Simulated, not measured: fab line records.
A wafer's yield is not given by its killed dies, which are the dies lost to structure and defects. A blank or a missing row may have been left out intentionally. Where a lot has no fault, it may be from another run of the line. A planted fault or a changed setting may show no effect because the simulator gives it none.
Which tool is to blame?	flow n5_finfet	12 lots with 36 wafers sampled at 2 steps, on a route of 1938 steps

## WHAT EACH GAUGE READ, for each wafer
N5_BEOL_M10_CD_MEAS_11: the cd target is 64.1 nm.
lot	measured	on	cd_nm (nm)
L076	day 10 03:59	cd_sem-01	64.2 64.7 65.0
L079	day 10 11:13	cd_sem-02	64.2 64.1 63.5
L078	day 10 14:22	cd_sem-01	63.3 64.3 63.7
L080	day 11 07:38	cd_sem-02	65.1 64.7 65.3
L084	day 12 05:35	cd_sem-01	63.9 64.4 63.8
L085	day 12 13:43	cd_sem-03	64.3 64.3 64.1
L088	day 13 11:26	cd_sem-02	64.4 64.2 64.1
L091	day 14 01:12	cd_sem-01	64.1 64.1 64.9
L089	day 14 02:33	cd_sem-01	64.0 64.2 63.6
L092	day 14 11:18	cd_sem-01	64.3 64.0 64.3
L095	day 15 10:38	cd_sem-02	63.2 64.1 64.5
L097	day 15 17:13	cd_sem-02	64.2 64.3 64.6

## WHICH TOOL RAN EACH LOT (tool, then ch and the chambers of the sampled wafers, then the start)
lot	N5_BEOL_M9_DEGAS_44
L076	pvd_sputter-02, day 10 00:43
L079	pvd_sputter-03, day 10 07:47
L078	pvd_sputter-01, day 10 09:38
L080	pvd_sputter-03, day 11 03:31
L084	pvd_sputter-03, day 12 00:58
L085	pvd_sputter-01, day 12 06:23
L088	pvd_sputter-03, day 13 04:06
L091	pvd_sputter-01, day 13 21:23
L089	pvd_sputter-03, day 13 23:34
L092	pvd_sputter-01, day 14 08:08
L095	pvd_sputter-01, day 15 04:50
L097	pvd_sputter-03, day 15 11:43
- N5_BEOL_M9_DEGAS_44: time 60 s.

## THE ANSWER, worked out from the rows above alone
Rule: the lots themselves supply what counts as usual. The widest of any qualifying gaps counts: lots, ordered by their means at a reading, are off when they make up no more than a third of the lots, leave a main group of 4 or more, and stand apart from it by 3 or more times the standard deviation of that group's means. Not used: any main group whose means are identical at the precision the tables above print for the reading. Also off: a lot with no number at a reading for which 4 or more lots have one. Where the step has rows for the other lots, those lots are counted as sound.
Nothing can be told from this: no lot is off at any reading shown.

## WHAT THE SIMULATOR HAD PUT IN
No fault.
